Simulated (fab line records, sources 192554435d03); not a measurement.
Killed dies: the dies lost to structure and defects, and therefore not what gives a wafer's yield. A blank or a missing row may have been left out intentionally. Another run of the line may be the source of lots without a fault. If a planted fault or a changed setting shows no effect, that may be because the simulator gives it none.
Split-lot trial + flow n5-finfet + 21 wafers read across 7 lots, on a route 1938 steps long

== ON THE SPLIT ==
At N5_BEOL_M2_COAT_67 (time 60 s, resist thk 60 nm), the setting spin-rpm was moved away from the recipe's 1500 rpm on 6 of the 21 wafers read, by -10.0% to +6.7%. The other wafers ran this setting at the recipe's value.

Reading taken at the split's own step.

== THE READING ==
SOC_of_BEOL_M2_COAT_67.thk-nm (the simulator's own value, which no gauge read), in nm, at N5_BEOL_M2_COAT_67 (time 60 s, resist thk 60 nm). There is no usual value for it anywhere in the file. Here, 15 wafers ran the recipe; their average is 60.0 nm with a standard deviation of 0.22 nm.

| wafer  | tool, chamber at the split | spin-rpm as run, rpm | against the recipe | SOC_of_BEOL_M2_COAT_67.thk-nm, nm | against lot-mates on the recipe |
|--------|----------------------------|----------------------|--------------------|-----------------------------------|---------------------------------|
| L074.1 | litho-track-03, 0          | 1600                 | +6.7%              | 58.2                              | -1.8                            |
| L074.2 | litho-track-03, 0          | 1500                 | recipe             | 60                                | -                               |
| L074.5 | litho-track-03, 0          | 1500                 | recipe             | 60                                | -                               |
| L075.1 | litho-track-03, 0          | 1387                 | -7.5%              | 62.2                              | +2.5                            |
| L075.4 | litho-track-03, 0          | 1500                 | recipe             | 59.6                              | -                               |
| L075.6 | litho-track-03, 0          | 1500                 | recipe             | 59.8                              | -                               |
| L079.1 | litho-track-04, 0          | 1500                 | recipe             | 59.8                              | -                               |
| L079.5 | litho-track-04, 0          | 1500                 | recipe             | 59.8                              | -                               |
| L079.4 | litho-track-04, 0          | 1500                 | recipe             | 59.6                              | -                               |
| L081.1 | litho-track-04, 0          | 1500                 | recipe             | 60                                | -                               |
| L081.3 | litho-track-04, 0          | 1350                 | -10.0%             | 63                                | +3.0                            |
| L081.5 | litho-track-04, 0          | 1350                 | -10.0%             | 63.2                              | +3.2                            |
| L085.1 | litho-track-05, 0          | 1500                 | recipe             | 60                                | -                               |
| L085.6 | litho-track-05, 0          | 1500                 | recipe             | 60                                | -                               |
| L085.4 | litho-track-05, 0          | 1500                 | recipe             | 60.2                              | -                               |
| L086.1 | litho-track-05, 0          | 1593                 | +6.2%              | 58.4                              | -2.0                            |
| L086.4 | litho-track-05, 0          | 1593                 | +6.2%              | 58.6                              | -1.8                            |
| L086.6 | litho-track-05, 0          | 1500                 | recipe             | 60.4                              | -                               |
| L092.1 | litho-track-04, 0          | 1500                 | recipe             | 60.2                              | -                               |
| L092.3 | litho-track-04, 0          | 1500                 | recipe             | 60.2                              | -                               |
| L092.5 | litho-track-04, 0          | 1500                 | recipe             | 60                                | -                               |

FIT RESULTS
A straight line over all 21 wafers: SOC_of_BEOL_M2_COAT_67.thk-nm changes by -0.288 nm for each +1% of spin-rpm; r = -0.98; the points scatter about the line by 0.23 nm.
The same after taking each lot's own level away (the mean of its wafers on the recipe; 21 wafers): -0.307 nm for each +1%; r = -1.00; scatter 0.11 nm.
On that fit, the largest move of spin-rpm shifts the reading by 3.1 nm.
From 59.70 to 60.40 nm: that is the span of the lots' own levels, equal to 3.2 times the standard deviation above.
Consequently the slope shifts little with the lot-to-lot level, the two slopes agreeing.
Check: for one of the wafers moved furthest among these (-10.0%), held out of the fit, the line's prediction against its lot-mates is +3.14 nm. Against them it came out at +3 nm.

== OTHER SPLITS ON THESE WAFERS ==
Other splits were also applied to these wafers ahead of the reading. Each is held against what the fit with the lots' levels taken away leaves over:
| other split on the same wafers            | wafers away from the commonest value | r with SOC_of_BEOL_M2_COAT_67.thk-nm (lot level and that fit taken away) |
|-------------------------------------------|--------------------------------------|--------------------------------------------------------------------------|
| N5_GATE_CUT_DESCUM_18 time-s              | 8                                    | +0.20                                                                    |
| N5_GATE_CUT_ETCH_36 cf4-flow-sccm         | 7                                    | -0.07                                                                    |
| N5_MOL_CONTACT_COAG_COAT_64 spin-rpm      | 6                                    | +0.31                                                                    |
| N5_BEOL_M0_SAQP_HM_DEP_111 time-s         | 2                                    | +0.12                                                                    |
| N5_BEOL_M0_SAQP_DEVELOP_13 develop-time-s | 10                                   | +0.12                                                                    |
| N5_BEOL_M0_SAQP_COAT_87 spin-rpm          | 6                                    | +0.17                                                                    |
| N5_BEOL_M0_SAQP_ETCH_88 source-w          | 6                                    | -0.20                                                                    |
| N5_BEOL_M1_ILD_DEP_00 time-s              | 5                                    | +0.04                                                                    |
| N5_BEOL_M1_HM_DEP_02 target-thk-a         | 8                                    | +0.19                                                                    |

== THE FILE'S OWN FIT ==
SOC_of_BEOL_M2_COAT_67.thk-nm changes by -0.307 nm for each +1% of spin-rpm, r = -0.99.
